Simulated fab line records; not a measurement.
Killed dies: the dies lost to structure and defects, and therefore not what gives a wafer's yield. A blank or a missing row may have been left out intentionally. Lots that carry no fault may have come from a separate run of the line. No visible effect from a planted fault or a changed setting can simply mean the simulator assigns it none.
Lot-split experiment / flow n5Finfet / 39 wafers read across 7 lots, on a route 1938 steps long

== THE SPLIT ITSELF ==
At N5_BEOL_M6_CVD_78 (deposits Co from CCTBA/H2, target thk 2 nm, time 142.3 s), the setting targetThkA was moved away from the recipe's 20 angstrom on 15 of the 39 wafers read, by -58.4% to +42.9%. The other wafers ran this setting at the recipe's value.

The split's own step is where the reading is taken.

== THE READING ==
Co_of_BEOL_M6_CVD_78.thkNm (the simulator's own value, which no gauge read), in nm, at N5_BEOL_M6_CVD_78 (deposits Co from CCTBA/H2, target thk 2 nm, time 142.3 s). The file does not state a usual value for it. The 24 wafers here that ran the recipe average 1.9 nm, standard deviation 0.11 nm.

wafer=L079.1; tool, chamber at the split=cvdCo-02, 2,1,0,0,2,1; targetThkA as run, angstrom=20; against the recipe=recipe; Co_of_BEOL_M6_CVD_78.thkNm, nm=2; against lot-mates on the recipe=-
wafer=L079.2; tool, chamber at the split=cvdCo-02, 2,1,0,0,2,1; targetThkA as run, angstrom=20; against the recipe=recipe; Co_of_BEOL_M6_CVD_78.thkNm, nm=2; against lot-mates on the recipe=-
wafer=L079.3; tool, chamber at the split=cvdCo-02, 2,1,0,0,2,1; targetThkA as run, angstrom=20; against the recipe=recipe; Co_of_BEOL_M6_CVD_78.thkNm, nm=2; against lot-mates on the recipe=-
wafer=L079.4; tool, chamber at the split=cvdCo-02, 2,1,0,0,2,1; targetThkA as run, angstrom=20; against the recipe=recipe; Co_of_BEOL_M6_CVD_78.thkNm, nm=2; against lot-mates on the recipe=-
wafer=L079.5; tool, chamber at the split=cvdCo-02, 2,1,0,0,2,1; targetThkA as run, angstrom=20; against the recipe=recipe; Co_of_BEOL_M6_CVD_78.thkNm, nm=2; against lot-mates on the recipe=-
wafer=L079.6; tool, chamber at the split=cvdCo-02, 2,1,0,0,2,1; targetThkA as run, angstrom=20; against the recipe=recipe; Co_of_BEOL_M6_CVD_78.thkNm, nm=2; against lot-mates on the recipe=-
wafer=L080.1; tool, chamber at the split=cvdCo-02, 2; targetThkA as run, angstrom=20; against the recipe=recipe; Co_of_BEOL_M6_CVD_78.thkNm, nm=1.6; against lot-mates on the recipe=-
wafer=L080.2; tool, chamber at the split=cvdCo-02, 0,0,1; targetThkA as run, angstrom=26.49; against the recipe=+32.5%; Co_of_BEOL_M6_CVD_78.thkNm, nm=2.4; against lot-mates on the recipe=+0.7
wafer=L080.4; tool, chamber at the split=cvdCo-02, 0,0,1; targetThkA as run, angstrom=26.49; against the recipe=+32.5%; Co_of_BEOL_M6_CVD_78.thkNm, nm=2.4; against lot-mates on the recipe=+0.7
wafer=L080.5; tool, chamber at the split=cvdCo-02, 0,0,1; targetThkA as run, angstrom=26.49; against the recipe=+32.5%; Co_of_BEOL_M6_CVD_78.thkNm, nm=2.4; against lot-mates on the recipe=+0.7
wafer=L080.3; tool, chamber at the split=cvdCo-02, 1,2; targetThkA as run, angstrom=20; against the recipe=recipe; Co_of_BEOL_M6_CVD_78.thkNm, nm=1.8; against lot-mates on the recipe=-
wafer=L080.6; tool, chamber at the split=cvdCo-02, 1,2; targetThkA as run, angstrom=20; against the recipe=recipe; Co_of_BEOL_M6_CVD_78.thkNm, nm=1.8; against lot-mates on the recipe=-
wafer=L083.1; tool, chamber at the split=cvdCo-02, 1; targetThkA as run, angstrom=20; against the recipe=recipe; Co_of_BEOL_M6_CVD_78.thkNm, nm=1.8; against lot-mates on the recipe=-
wafer=L083.6; tool, chamber at the split=cvdCo-02, 1; targetThkA as run, angstrom=20; against the recipe=recipe; Co_of_BEOL_M6_CVD_78.thkNm, nm=1.8; against lot-mates on the recipe=-
wafer=L083.2; tool, chamber at the split=cvdCo-02, 2; targetThkA as run, angstrom=20; against the recipe=recipe; Co_of_BEOL_M6_CVD_78.thkNm, nm=2; against lot-mates on the recipe=-
wafer=L083.3; tool, chamber at the split=cvdCo-02, 0,2; targetThkA as run, angstrom=9.881; against the recipe=-50.6%; Co_of_BEOL_M6_CVD_78.thkNm, nm=0.8; against lot-mates on the recipe=-1.1
wafer=L083.5; tool, chamber at the split=cvdCo-02, 0,2; targetThkA as run, angstrom=9.881; against the recipe=-50.6%; Co_of_BEOL_M6_CVD_78.thkNm, nm=0.8; against lot-mates on the recipe=-1.1
wafer=L083.4; tool, chamber at the split=cvdCo-02, 0; targetThkA as run, angstrom=9.881; against the recipe=-50.6%; Co_of_BEOL_M6_CVD_78.thkNm, nm=0.6; against lot-mates on the recipe=-1.3
wafer=L084.1; tool, chamber at the split=cvdCo-01, 1; targetThkA as run, angstrom=11.14; against the recipe=-44.3%; Co_of_BEOL_M6_CVD_78.thkNm, nm=1.2; against lot-mates on the recipe=-0.7
wafer=L084.2; tool, chamber at the split=cvdCo-01, 0,1; targetThkA as run, angstrom=11.14; against the recipe=-44.3%; Co_of_BEOL_M6_CVD_78.thkNm, nm=1; against lot-mates on the recipe=-0.9
wafer=L084.5; tool, chamber at the split=cvdCo-01, 0,1; targetThkA as run, angstrom=11.14; against the recipe=-44.3%; Co_of_BEOL_M6_CVD_78.thkNm, nm=1; against lot-mates on the recipe=-0.9
wafer=L084.3; tool, chamber at the split=cvdCo-01, 2; targetThkA as run, angstrom=20; against the recipe=recipe; Co_of_BEOL_M6_CVD_78.thkNm, nm=2; against lot-mates on the recipe=-
wafer=L084.4; tool, chamber at the split=cvdCo-01, 2; targetThkA as run, angstrom=20; against the recipe=recipe; Co_of_BEOL_M6_CVD_78.thkNm, nm=2; against lot-mates on the recipe=-
wafer=L084.6; tool, chamber at the split=cvdCo-01, 0; targetThkA as run, angstrom=20; against the recipe=recipe; Co_of_BEOL_M6_CVD_78.thkNm, nm=1.8; against lot-mates on the recipe=-
wafer=L089.1; tool, chamber at the split=cvdCo-01, 2; targetThkA as run, angstrom=28.58; against the recipe=+42.9%; Co_of_BEOL_M6_CVD_78.thkNm, nm=2.8; against lot-mates on the recipe=+0.8
wafer=L089.2; tool, chamber at the split=cvdCo-01, 0,1,2; targetThkA as run, angstrom=20; against the recipe=recipe; Co_of_BEOL_M6_CVD_78.thkNm, nm=2; against lot-mates on the recipe=-
wafer=L089.3; tool, chamber at the split=cvdCo-01, 0,1,2; targetThkA as run, angstrom=20; against the recipe=recipe; Co_of_BEOL_M6_CVD_78.thkNm, nm=2; against lot-mates on the recipe=-
wafer=L089.6; tool, chamber at the split=cvdCo-01, 0,1,2; targetThkA as run, angstrom=20; against the recipe=recipe; Co_of_BEOL_M6_CVD_78.thkNm, nm=2; against lot-mates on the recipe=-
wafer=L089.4; tool, chamber at the split=cvdCo-01, 0,1; targetThkA as run, angstrom=28.58; against the recipe=+42.9%; Co_of_BEOL_M6_CVD_78.thkNm, nm=3; against lot-mates on the recipe=+1.0
wafer=L089.5; tool, chamber at the split=cvdCo-01, 0,1; targetThkA as run, angstrom=28.58; against the recipe=+42.9%; Co_of_BEOL_M6_CVD_78.thkNm, nm=3; against lot-mates on the recipe=+1.0
wafer=L090.1; tool, chamber at the split=cvdCo-02, 0,2,0; targetThkA as run, angstrom=8.32; against the recipe=-58.4%; Co_of_BEOL_M6_CVD_78.thkNm, nm=0.8; against lot-mates on the recipe=-1.1
wafer=L090.2; tool, chamber at the split=cvdCo-02, 0,2,0; targetThkA as run, angstrom=8.32; against the recipe=-58.4%; Co_of_BEOL_M6_CVD_78.thkNm, nm=0.8; against lot-mates on the recipe=-1.1
wafer=L090.5; tool, chamber at the split=cvdCo-02, 0,2,0; targetThkA as run, angstrom=8.32; against the recipe=-58.4%; Co_of_BEOL_M6_CVD_78.thkNm, nm=0.8; against lot-mates on the recipe=-1.1
wafer=L090.3; tool, chamber at the split=cvdCo-02, 1,2; targetThkA as run, angstrom=20; against the recipe=recipe; Co_of_BEOL_M6_CVD_78.thkNm, nm=2; against lot-mates on the recipe=-
wafer=L090.6; tool, chamber at the split=cvdCo-02, 1,2; targetThkA as run, angstrom=20; against the recipe=recipe; Co_of_BEOL_M6_CVD_78.thkNm, nm=2; against lot-mates on the recipe=-
wafer=L090.4; tool, chamber at the split=cvdCo-02, 1; targetThkA as run, angstrom=20; against the recipe=recipe; Co_of_BEOL_M6_CVD_78.thkNm, nm=1.8; against lot-mates on the recipe=-
wafer=L097.2; tool, chamber at the split=cvdCo-01, 1,0,0; targetThkA as run, angstrom=20; against the recipe=recipe; Co_of_BEOL_M6_CVD_78.thkNm, nm=2; against lot-mates on the recipe=-
wafer=L097.3; tool, chamber at the split=cvdCo-01, 1,0,0; targetThkA as run, angstrom=20; against the recipe=recipe; Co_of_BEOL_M6_CVD_78.thkNm, nm=2; against lot-mates on the recipe=-
wafer=L097.6; tool, chamber at the split=cvdCo-01, 1,0,0; targetThkA as run, angstrom=20; against the recipe=recipe; Co_of_BEOL_M6_CVD_78.thkNm, nm=2; against lot-mates on the recipe=-
If several chambers appear in one row, that row covers several wafers at once and the file leaves open which wafer was in which chamber.

FIT RESULTS
A straight line over all 39 wafers: Co_of_BEOL_M6_CVD_78.thkNm changes by +0.0206 nm for each +1% of targetThkA; r = +0.98; the points scatter about the line by 0.13 nm.
The same after taking each lot's own level away (the mean of its wafers on the recipe; 39 wafers): +0.0207 nm for each +1%; r = +0.99; scatter 0.08 nm.
Per that fit: largest targetThkA move, reading shift of 1.2 nm.
From 1.73 to 2.00 nm: that is the span of the lots' own levels, equal to 2.4 times the standard deviation above.
The two slopes are in agreement: the lot-to-lot level therefore moves the slope only a little.
Check: for one of the wafers moved furthest among these (-58.4%), held out of the fit, the line's prediction against its lot-mates is -1.21 nm. It came out at -1.13 nm against them.

== FILE'S OWN FIT ==
Co_of_BEOL_M6_CVD_78.thkNm changes by +0.0207 nm for each +1% of targetThkA, r = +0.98.
